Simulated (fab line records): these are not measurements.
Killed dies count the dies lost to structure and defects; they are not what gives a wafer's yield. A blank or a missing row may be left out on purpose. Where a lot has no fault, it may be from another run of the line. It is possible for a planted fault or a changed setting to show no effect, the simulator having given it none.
A single fault, viewed from 2 desks | flow n5 finfet | only its own numbers are on each desk; what lay behind them is given at the end

METROLOGY DESK
Means of the sampled wafers that have a number, per lot and without regard to the tool the lot ran on: this is what the gauges read. A lot is out of limits, marked OUT, if its mean lies more than 4 standard deviations from the usual mean; the brackets give that distance.
Columns: A = M8_OVL at N5_BEOL_M8_OVL_MEAS_12, usual 0.4 nm
lot  | first seen here | A
L376 | day 9 12:30     | 0.0
L378 | day 9 22:13     | 0.3
L379 | day 10 03:54    | 0.9
L380 | day 10 12:58    | 0.7
L383 | day 11 10:25    | 0.1
L382 | day 12 06:46    | 1.7
L387 | day 12 23:55    | 0.9
L391 | day 14 05:29    | 0.7
L390 | day 14 11:05    | -0.3
L397 | day 15 16:05    | 0.4
L399 | day 16 00:26    | -0.4
This desk found nothing out of limits on any of the 11 lots.

AT THE TOOL OWNER'S DESK: pecvd-04
The tool's own readings at N5_BEOL_M8_PECVD_70 (deposits SiO2 from TEOS/O2, target thk 20 nm, time 22.7 s): means of the sampled wafers that have a number, for each lot that ran on this tool. A lot is out of limits, marked OUT, if its mean lies more than 4 standard deviations from the usual mean; the brackets give that distance.
Columns: A = heater power w at N5_BEOL_M8_PECVD_70, usual 690 W; B = showerhead plenum p Torr at N5_BEOL_M8_PECVD_70, usual 8.80 Torr; C = susceptor temp C at N5_BEOL_M8_PECVD_70, usual 400.00 C; D = throttle valve pct at N5_BEOL_M8_PECVD_70, usual 21.8 %
lot  | first seen here | A   | B    | C                | D
L376 | day 9 07:34     | 660 | 8.79 | 399.99           | 21.0
L387 | day 12 22:08    | 666 | 8.79 | 399.95           | 21.2
L391 | day 14 04:29    | 649 | 8.84 | 407.52 (+34) OUT | 21.8
L390 | day 14 09:00    | 644 | 8.85 | 407.85 (+36) OUT | 22.3
Finding of this desk: L390, L391 out of limits; the first was L391 at day 14 04:29, on susceptor temp C at N5_BEOL_M8_PECVD_70. L376, L387 stayed within limits.

ALL TOGETHER
At day 14 04:29, on L390, L391, the tool owner's desk was in a position to raise an alarm.
The metrology desk saw nothing out of limits.
The metrology desk has L390, L391 on record, within its limits.
Of the lots named, all ran N5_BEOL_M8_PECVD_70 on pecvd-04.

WHAT WAS PUT IN BY THE SIMULATOR
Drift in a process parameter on pecvd-04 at N5_BEOL_M8_PECVD_70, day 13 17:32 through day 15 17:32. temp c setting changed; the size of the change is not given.
Shown lots that were struck: L390, L391.
Each desk's first reading out of limits, in hours after the fault started: the tool owner's desk, 11.
